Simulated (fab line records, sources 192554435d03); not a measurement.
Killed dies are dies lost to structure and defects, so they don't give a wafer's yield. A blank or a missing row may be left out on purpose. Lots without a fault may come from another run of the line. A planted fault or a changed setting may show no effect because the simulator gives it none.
One fault seen from 2 desks | flow n5_finfet | each desk has only its own numbers; what lay behind them comes last

THE TOOL OWNER'S DESK: rie_diel-03
The tool's own readings at N5_BEOL_M2_VIA_ETCH_34 (etches the open film in C4F6/O2, target depth 69.4 nm, time 65.9 s): means of the sampled wafers that have a number, for each lot that ran on this tool. A lot is out of limits, marked OUT, if its mean lies more than 4 standard deviations from the usual mean; the brackets give that distance. Of its 9 readings 7 are shown: the one that was out of limits first, and those that lie furthest out on some lot.
Columns: A = C4F6_flow_sccm at N5_BEOL_M2_VIA_ETCH_34, usual 10.00 sccm; B = chamber_pressure_mTorr at N5_BEOL_M2_VIA_ETCH_34, usual 14.999 mTorr; C = drypump_motor_current_A at N5_BEOL_M2_VIA_ETCH_34, usual 5.60 A; D = oes_f_703_au at N5_BEOL_M2_VIA_ETCH_34, usual 0.78 a.u.; E = rf_fwd_power_W at N5_BEOL_M2_VIA_ETCH_34, usual 347.5 W; F = rf_vpp_V at N5_BEOL_M2_VIA_ETCH_34, usual 665 V; G = showerhead_plenum_p_Torr at N5_BEOL_M2_VIA_ETCH_34, usual 2.88 Torr
lot  | first seen here | A     | B      | C    | D    | E               | F   | G
L768 | day 6 21:16     | 9.99  | 14.999 | 5.73 | 0.74 | 347.6           | 671 | 2.84
L773 | day 7 20:34     | 10.00 | 14.990 | 5.41 | 0.72 | 347.4           | 670 | 2.88
L780 | day 9 18:50     | 10.01 | 14.993 | 5.56 | 0.77 | 347.4           | 666 | 2.86
L785 | day 10 20:16    | 10.03 | 14.999 | 5.74 | 0.77 | 374.1 (+22) OUT | 649 | 2.82
This desk's finding: out of limits on L785; first on L785, day 10 20:16 (rf_fwd_power_W at N5_BEOL_M2_VIA_ETCH_34). In limits: L768, L773, L780.

THE METROLOGY DESK
What the gauges read, lot by lot, whatever tool the lot ran on: means of the sampled wafers that have a number. A lot is out of limits, marked OUT, if its mean lies more than 4 standard deviations from the usual mean; the brackets give that distance. Of its 10 readings 7 are shown: those that lie furthest out on some lot.
Columns: A = DIBL_N at N5_BEOL_M4_RC_MEAS_101, usual 36.1 mV/V; B = DIBL_P at N5_BEOL_M4_RC_MEAS_101, usual 35.7 mV/V; C = IOFF_N at N5_BEOL_M4_RC_MEAS_101, usual 0.159 nA/um; D = ION_N at N5_BEOL_M4_RC_MEAS_101, usual 673 uA/um; E = ION_P at N5_BEOL_M4_RC_MEAS_101, usual 462 uA/um; F = VT_N at N5_BEOL_M4_RC_MEAS_101, usual 249.7 mV; G = VT_P at N5_BEOL_M4_RC_MEAS_101, usual -250 mV
lot  | first seen here | A    | B    | C     | D   | E   | F     | G
L768 | day 7 22:14     | 33.4 | 33.7 | 0.125 | 662 | 462 | 252.0 | -249
L773 | day 8 23:52     | 36.6 | 35.6 | 0.166 | 675 | 466 | 248.0 | -248
L778 | day 10 11:17    | 37.2 | 36.6 | 0.160 | 675 | 464 | 249.1 | -249
L780 | day 10 21:25    | 37.7 | 36.2 | 0.169 | 671 | 460 | 250.4 | -250
L784 | day 11 15:35    | 36.2 | 36.9 | 0.170 | 686 | 470 | 247.8 | -246
L785 | day 12 12:33    | 36.2 | 37.0 | 0.189 | 686 | 465 | 246.0 | -250
L770 | day 13 19:43    | 35.2 | 35.9 | 0.162 | 678 | 473 | 249.6 | -246
L791 | day 14 16:55    | 37.4 | 35.8 | 0.160 | 675 | 472 | 248.7 | -248
This desk's finding: nothing out of limits on any of the 8 lots.

PUT TOGETHER
The tool owner's desk could have raised an alarm at day 10 20:16, on L785.
The metrology desk saw nothing out of limits.
The metrology desk has L785 on record, within its limits.
Of the lots named, all ran N5_BEOL_M2_VIA_ETCH_34 on rie_diel-03.

WHAT THE SIMULATOR HAD PUT IN
Process parameter drift: rie_diel-03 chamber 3, from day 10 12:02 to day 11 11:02, at N5_BEOL_M2_VIA_ETCH_34. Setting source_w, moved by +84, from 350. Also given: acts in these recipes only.
Lots struck among those shown: L785.
Hours from the fault's start to each desk's first reading out of limits: the tool owner's desk, 8.
